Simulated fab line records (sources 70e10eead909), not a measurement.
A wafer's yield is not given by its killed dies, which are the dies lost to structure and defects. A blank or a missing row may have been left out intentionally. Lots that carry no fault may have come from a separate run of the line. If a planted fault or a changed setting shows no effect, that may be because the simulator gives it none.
fab line records + flow nand-harc + part 2 of 2: steps 29 to 38 of 38
record
- lots=5
- wafers=15
- last-day=34
route steps=1302 shown P_M0@273 P_M1@285
lots untouched by any fault: they come from a run of this same line in which no faults occurred
start-h: the number of hours between the record's first day and the start of the first shown wafer of the lot + wait-h: how many hours have passed since the lot's step before this one + " unchanged from the row above + L1.1+2: a single row standing in for several wafers + - no value, or no start was given + * or withheld: withheld + < > ~ a bound
route shown NAME@n: NAME is a module with steps in the file, n the number in the route of the first one + usual: the fault-free wafers' mean and standard deviation + same: alike in all rows + chamber/n: place in a boat + sites: the reading at each site + _std_site: the standard deviation of these + _edge_site: outer sites' mean less inner sites' + radius-mm: for every site, how far away it sits from the centre of the wafer + mask NAME#n: copy n + behind: tool/chamber where the wafer was last shaped + hold: why the lot went on hold/how many hours it stayed there/how the hold came to an end + device: the n, p or np transistor that did not switch + end of line: the route-end tests of the same wafers + a step given without rows: its recipe and nothing more + killed: not the wafer's yield, but the dies lost to structure and defects at the first sort + map: a wafer's dies, x killed, . not, _ none there
set.NAME: the setting the step ran with; set.NAME@STEP: the setting that earlier step ran with + model.NAME: the simulator's own value behind a step, which no gauge read
certain route steps with their lots: each step a table, each wafer a row
services: when a tool's chamber went out of use (start-h, in hours from the record's first day, below 0 if earlier), for how many hours, and the reason
## steps
# step NHARC_P_M1_STRIP_18
# recipe
- power-w=1000
- n2-flow-sccm=150
- h2-flow-sccm=150
- ar-flow-sccm=0
- bias-w=0
- chemistry=N2/H2
# usual
- drypump-motor-current-A=6.0/0.45
- oes-product-au=1.000/0.011
- rf-vpp-V=90.5/0.99
- showerhead-plenum-p-Torr=2.02/0.077
- throttle-valve-pct=14.170/0.0094
| lot.wafer | tool        | chamber | start-h | wait-h | drypump-motor-current-A | oes-product-au | rf-hours-counter-h | rf-vpp-V | showerhead-plenum-p-Torr | throttle-valve-pct |
|-----------|-------------|---------|---------|--------|-------------------------|----------------|--------------------|----------|--------------------------|--------------------|
| L076.1    | rie-diel-02 | 2       | 146.15  | 0.1    | 5.7                     | 1.008          | 7                  | 90.0     | 2.02                     | 14.161             |
| L076.2    | "           | 3       | "       | "      | 5.4                     | 0.997          | 7                  | 88.7     | 2.05                     | 14.177             |
| L076.4    | "           | 1       | "       | "      | 5.9                     | 1.001          | 5                  | 89.4     | 1.91                     | 14.171             |
| L085.2    | rie-diel-02 | 1       | 238.43  | 0.1    | 5.9                     | 1.013          | 1                  | 89.3     | 1.91                     | 14.157             |
| L085.1    | "           | 2       | "       | "      | 5.7                     | 1.000          | 1                  | 90.4     | 2.01                     | 14.153             |
| L085.6    | "           | 2       | "       | "      | 5.7                     | 1.006          | -                  | 89.9     | 2.01                     | 14.165             |
| L091.4    | rie-diel-12 | 3       | 297.63  | 0.1    | 6.0                     | 0.973          | 3                  | 89.9     | 2.01                     | 14.163             |
| L091.5    | "           | 1       | "       | "      | 6.4                     | 1.000          | -                  | 91.4     | 2.16                     | 14.164             |
| L091.6    | "           | 2       | "       | "      | 5.7                     | 0.989          | -                  | 91.0     | 2.04                     | 14.189             |
| L095.4    | rie-diel-12 | 1       | 334.28  | 0.1    | 6.4                     | 0.998          | 6                  | 92.6     | 2.16                     | 14.181             |
| L095.6    | "           | 1       | "       | "      | 6.4                     | 0.988          | -                  | 90.2     | 2.16                     | 14.185             |
| L095.5    | "           | 2       | "       | "      | 5.7                     | 1.003          | -                  | 91.6     | 2.04                     | 14.159             |
| L097.1    | rie-diel-02 | 2       | 363.64  | 0.1    | 5.7                     | 0.997          | 8                  | 92.6     | 2.01                     | 14.158             |
| L097.4    | "           | 3       | "       | "      | 5.4                     | 0.991          | 8                  | 91.5     | 2.04                     | 14.161             |
| L097.3    | "           | 0       | "       | "      | 6.5                     | 1.012          | 7                  | 88.9     | 1.96                     | 14.176             |
# step NHARC_P_M1_ETCH_28
# recipe
- target-depth-a=300
- over-etch-frac=0.3
- time-s=72.99
- ion-energy-ev=150
- cf4-flow-sccm=50
- n2-flow-sccm=100
- ar-flow-sccm=150
- rf-w=300
- bias-w=100
- chemistry=CF4/N2
# usual
- cf4-flow-sccm=49.97/0.15
- drypump-motor-current-A=6.0/0.46
- oes-product-au=1.001/0.011
- rf-vpp-V=313.7/1.7
- showerhead-plenum-p-Torr=2.60/0.089
- throttle-valve-pct=19.794/0.0082
| lot.wafer | tool        | chamber | start-h | wait-h | cf4-flow-sccm | drypump-motor-current-A | oes-product-au | rf-hours-counter-h | rf-vpp-V | showerhead-plenum-p-Torr | throttle-valve-pct |
|-----------|-------------|---------|---------|--------|---------------|-------------------------|----------------|--------------------|----------|--------------------------|--------------------|
| L076.1    | rie-diel-02 | 2       | -       | -      | 49.94         | 5.7                     | 1.008          | 7                  | 312.8    | 2.60                     | 19.788             |
| L076.4    | "           | 3       | "       | "      | 49.96         | 5.4                     | 1.009          | 7                  | 315.1    | 2.63                     | 19.798             |
| L076.2    | "           | 0       | "       | "      | 50.23         | 6.5                     | 0.983          | 6                  | 312.9    | 2.53                     | 19.790             |
| L085.2    | rie-diel-02 | 3       | -       | -      | 49.91         | 5.4                     | 1.004          | 1                  | 312.8    | 2.63                     | 19.789             |
| L085.1    | "           | 1       | "       | "      | 50.07         | 5.9                     | 1.016          | 1                  | 312.2    | 2.47                     | 19.792             |
| L085.6    | "           | 3       | "       | "      | 49.79         | 5.4                     | 1.005          | -                  | 313.6    | 2.63                     | 19.807             |
| L091.4    | rie-diel-12 | 2       | -       | -      | 49.76         | 5.7                     | 1.003          | 3                  | 314.6    | 2.63                     | 19.793             |
| L091.5    | "           | 3       | "       | "      | 50.06         | 6.0                     | 0.986          | -                  | 313.4    | 2.60                     | 19.805             |
| L091.6    | "           | 0       | "       | "      | 50.19         | 6.8                     | 0.998          | -                  | 311.9    | 2.55                     | 19.803             |
| L095.4    | rie-diel-12 | 2       | -       | -      | 50.10         | 5.7                     | 1.001          | 6                  | 314.6    | 2.63                     | 19.804             |
| L095.5    | "           | 0       | "       | "      | 49.93         | 6.8                     | 0.995          | -                  | 312.4    | 2.55                     | 19.793             |
| L095.6    | "           | 1       | "       | "      | 50.01         | 6.4                     | 0.986          | -                  | 315.8    | 2.77                     | 19.793             |
| L097.4    | rie-diel-02 | 3       | -       | -      | 50.03         | 5.4                     | 0.994          | 8                  | 313.3    | 2.63                     | 19.799             |
| L097.1    | "           | 0       | "       | "      | 49.91         | 6.6                     | 1.005          | 7                  | 312.8    | 2.53                     | 19.807             |
| L097.3    | "           | 1       | "       | "      | 49.95         | 6.0                     | 1.021          | 8                  | 310.8    | 2.47                     | 19.782             |
# step NHARC_P_M1_STRIP_19
# recipe
- time-s=600
- temp-c=30
- chemistry=post-etch-residue-remover
| lot.wafer  | tool         | chamber | start-h | wait-h |
|------------|--------------|---------|---------|--------|
| L076.2+1+4 | wet-bench-08 | 1,2,4   | 146.95  | -      |
| L085.6+1+2 | wet-bench-10 | 5,7,1   | 238.80  | -      |
| L091.5+4+6 | wet-bench-10 | 5,1,2   | 297.95  | -      |
| L095.5+6+4 | wet-bench-08 | 3,4,6   | 334.66  | -      |
| L097.4+3+1 | wet-bench-10 | 4,6,7   | 364.03  | -      |
# step NHARC_P_M1_DEGAS_29
# recipe
- temp-c=250
- time-s=60
# usual
- heater-power-w=336/38
| lot.wafer | tool           | chamber | start-h | wait-h | heater-power-w |
|-----------|----------------|---------|---------|--------|----------------|
| L076.4    | pvd-sputter-01 | -       | 147.21  | -      | 351            |
| L076.2    | "              | -       | "       | "      | 262            |
| L076.1    | "              | -       | "       | "      | 325            |
| L085.1    | pvd-sputter-02 | -       | 239.07  | -      | 293            |
| L085.2    | "              | -       | "       | "      | 380            |
| L085.6    | "              | -       | "       | "      | 300            |
| L091.4    | pvd-sputter-03 | -       | 298.23  | -      | 409            |
| L091.6    | "              | -       | "       | "      | 350            |
| L091.5    | "              | -       | "       | "      | 415            |
| L095.4    | pvd-sputter-03 | -       | 334.93  | -      | 409            |
| L095.5    | "              | -       | "       | "      | 356            |
| L095.6    | "              | -       | "       | "      | 346            |
| L097.4    | pvd-sputter-03 | -       | 364.29  | -      | 357            |
| L097.3    | "              | -       | "       | "      | 437            |
| L097.1    | "              | -       | "       | "      | 372            |
# step NHARC_P_M1_PRE_CLEAN_30
# recipe
- time-s=30
- temp-c=280
- gas=H2/He
# usual
- heater-power-w=413/46
| lot.wafer | tool           | chamber | start-h | wait-h | heater-power-w |
|-----------|----------------|---------|---------|--------|----------------|
| L076.1    | pvd-sputter-01 | -       | -       | -      | 412            |
| L076.2    | "              | -       | "       | "      | 392            |
| L076.4    | "              | -       | "       | "      | 331            |
| L085.2    | pvd-sputter-02 | -       | -       | -      | 370            |
| L085.1    | "              | -       | "       | "      | 466            |
| L085.6    | "              | -       | "       | "      | 376            |
| L091.4    | pvd-sputter-03 | -       | -       | -      | 464            |
| L091.6    | "              | -       | "       | "      | 467            |
| L091.5    | "              | -       | "       | "      | 426            |
| L095.4    | pvd-sputter-03 | -       | -       | -      | 423            |
| L095.6    | "              | -       | "       | "      | 419            |
| L095.5    | "              | -       | "       | "      | 434            |
| L097.1    | pvd-sputter-03 | -       | -       | -      | 404            |
| L097.3    | "              | -       | "       | "      | 542            |
| L097.4    | "              | -       | "       | "      | 460            |
# step NHARC_P_M1_PVD_20
# recipe
- target-thk-a=50
- bias-v=168.6
- power-w=15000
- chamber-pressure-pa=0.12
- time-s=8.06
- substrate-temp-c=50
- material=TaN
# usual
- throttle-valve-pct=30.4/0.97
| lot.wafer | tool           | chamber | start-h | wait-h | throttle-valve-pct |
|-----------|----------------|---------|---------|--------|--------------------|
| L076.2    | pvd-sputter-01 | -       | -       | -      | 29.8               |
| L076.1    | "              | -       | "       | "      | 28.8               |
| L076.4    | "              | -       | "       | "      | 31.1               |
| L085.1    | pvd-sputter-02 | -       | -       | -      | 29.5               |
| L085.2    | "              | -       | "       | "      | 29.3               |
| L085.6    | "              | -       | "       | "      | 29.2               |
| L091.4    | pvd-sputter-03 | -       | -       | -      | 31.2               |
| L091.6    | "              | -       | "       | "      | 29.4               |
| L091.5    | "              | -       | "       | "      | 31.6               |
| L095.4    | pvd-sputter-03 | -       | -       | -      | 31.3               |
| L095.6    | "              | -       | "       | "      | 31.5               |
| L095.5    | "              | -       | "       | "      | 30.8               |
| L097.4    | pvd-sputter-03 | -       | -       | -      | 31.2               |
| L097.3    | "              | -       | "       | "      | 31.8               |
| L097.1    | "              | -       | "       | "      | 29.8               |
# step NHARC_P_M1_PVD_21
# recipe
- target-thk-a=300
- chamber-pressure-pa=5
- power-w=5000
- substrate-temp-c=30
- time-s=20.49
- material=Cu
# usual
- throttle-valve-pct=30.3/0.96
| lot.wafer | tool           | chamber | start-h | wait-h | throttle-valve-pct |
|-----------|----------------|---------|---------|--------|--------------------|
| L076.2    | pvd-sputter-01 | -       | -       | -      | 28.8               |
| L076.1    | "              | -       | "       | "      | 30.9               |
| L076.4    | "              | -       | "       | "      | 29.9               |
| L085.1    | pvd-sputter-02 | -       | -       | -      | 29.3               |
| L085.2    | "              | -       | "       | "      | 31.9               |
| L085.6    | "              | -       | "       | "      | 30.8               |
| L091.4    | pvd-sputter-03 | -       | -       | -      | 30.8               |
| L091.6    | "              | -       | "       | "      | 30.9               |
| L091.5    | "              | -       | "       | "      | 29.1               |
| L095.4    | pvd-sputter-03 | -       | -       | -      | 29.4               |
| L095.6    | "              | -       | "       | "      | 30.5               |
| L095.5    | "              | -       | "       | "      | 29.4               |
| L097.1    | pvd-sputter-03 | -       | -       | -      | 31.3               |
| L097.3    | "              | -       | "       | "      | 32.1               |
| L097.4    | "              | -       | "       | "      | 29.8               |
# step NHARC_P_M1_ECD_22
# recipe
- target-thk-a=4000
- bath-temp-c=25
- material=Cu
| lot.wafer  | tool      | chamber | start-h | wait-h |
|------------|-----------|---------|---------|--------|
| L076.2+1+4 | ecd-cu-01 | 0,1,0   | 147.56  | -      |
| L085.1+2+6 | ecd-cu-01 | 0,1,0   | 239.43  | -      |
| L091.4+6+5 | ecd-cu-02 | 1,1,0   | 298.76  | -      |
| L095.4+5+6 | ecd-cu-02 | 0,1,0   | 335.43  | -      |
| L097.1+3+4 | ecd-cu-02 | 0,0,1   | 364.64  | -      |
# step NHARC_P_M1_ANNEAL_31
# recipe
- temp-c=225
- time-s=90
# usual
- wafer_temp_C_max=226.1/0.39
| lot.wafer | tool          | chamber | start-h | wait-h | wafer_temp_C_max |
|-----------|---------------|---------|---------|--------|------------------|
| L076.1    | rtp-anneal-02 | 0       | 147.94  | 0.3    | 226.8            |
| L076.2    | "             | 0       | "       | "      | 226.5            |
| L076.4    | "             | 0       | "       | "      | 226.7            |
| L085.1    | rtp-anneal-02 | 0       | 239.81  | -      | 226.5            |
| L085.2    | "             | 0       | "       | "      | 226.5            |
| L085.6    | "             | 0       | "       | "      | 226.0            |
| L091.4    | rtp-anneal-02 | 0       | 299.19  | -      | 226.6            |
| L091.5    | "             | 0       | "       | "      | 226.9            |
| L091.6    | "             | 0       | "       | "      | 226.7            |
| L095.4    | rtp-anneal-02 | 0       | 335.81  | -      | 226.2            |
| L095.5    | "             | 0       | "       | "      | 226.9            |
| L095.6    | "             | 0       | "       | "      | 226.4            |
| L097.1    | rtp-anneal-01 | 0       | 365.01  | -      | 226.0            |
| L097.3    | "             | 0       | "       | "      | 225.6            |
| L097.4    | "             | 0       | "       | "      | 225.6            |
# step NHARC_P_M1_CMP_23
# recipe
- t-overpolish-s=20
- target-thk-nm=157.82
# usual
- motor-current-A=11.6/1.2
- time-to-endpoint-s=28/3.5
| lot.wafer | tool   | chamber | start-h | wait-h | motor-current-A | time-to-endpoint-s |
|-----------|--------|---------|---------|--------|-----------------|--------------------|
| L076.4    | cmp-01 | 0       | 148.29  | -      | 10.4            | 31                 |
| L076.1    | "      | 1       | "       | "      | 11.1            | 27                 |
| L076.2    | "      | 3       | "       | "      | 11.8            | 27                 |
| L085.1    | cmp-02 | 2       | 240.18  | -      | 11.7            | 26                 |
| L085.2    | "      | 3       | "       | "      | 11.9            | 34                 |
| L085.6    | "      | 2       | "       | "      | 11.5            | 26                 |
| L091.4    | cmp-01 | 2       | 299.41  | -      | 10.7            | 19                 |
| L091.6    | "      | 1       | "       | "      | 11.2            | 25                 |
| L091.5    | "      | 2       | "       | "      | 11.0            | 18                 |
| L095.4    | cmp-01 | 1       | 336.03  | -      | 10.7            | 27                 |
| L095.5    | "      | 0       | "       | "      | 11.5            | 30                 |
| L095.6    | "      | 1       | "       | "      | 11.0            | 27                 |
| L097.4    | cmp-03 | 3       | 365.36  | -      | 12.4            | 31                 |
| L097.3    | "      | 0       | "       | "      | 10.7            | 31                 |
| L097.1    | "      | 2       | "       | "      | 10.3            | 28                 |
## services
| tool           | chamber | start-h | hours | kind   |
|----------------|---------|---------|-------|--------|
| pvd-sputter-01 | -       | 132.29  | 1.2   | repair |
| wet-bench-10   | -       | 135.20  | 8.0   | pm     |
| pvd-sputter-03 | -       | 141.66  | 11.8  | repair |
| rie-diel-12    | 3       | 142.72  | 8.9   | repair |
| litho-track-01 | -       | 155.00  | 7.0   | pm     |
| pvd-sputter-01 | -       | 166.44  | 7.9   | repair |
| pvd-sputter-03 | -       | 170.00  | 10.0  | pm     |
| litho-track-06 | -       | 179.00  | 7.0   | pm     |
| pvd-sputter-02 | -       | 195.39  | 2.0   | repair |
| rie-diel-02    | 3       | 202.02  | 6.1   | repair |
| litho-track-04 | -       | 203.00  | 7.0   | pm     |
| rie-diel-02    | -       | 216.70  | 9.0   | pm     |
| pvd-sputter-02 | -       | 217.84  | 1.8   | repair |
| pvd-sputter-02 | -       | 220.78  | 1.4   | repair |
| pvd-sputter-01 | -       | 226.04  | 10.0  | pm     |
| pvd-sputter-02 | -       | 229.21  | 1.2   | repair |
| pvd-sputter-03 | -       | 250.41  | 9.1   | repair |
| rie-diel-12    | -       | 268.74  | 9.0   | pm     |
| pvd-sputter-02 | -       | 271.34  | 6.3   | repair |
| pvd-sputter-02 | -       | 282.00  | 10.0  | pm     |
| litho-track-01 | -       | 330.00  | 7.0   | pm     |
| rie-diel-12    | 0       | 337.64  | 2.7   | repair |
| pvd-sputter-03 | -       | 348.00  | 10.0  | pm     |
| litho-track-06 | -       | 354.00  | 7.0   | pm     |
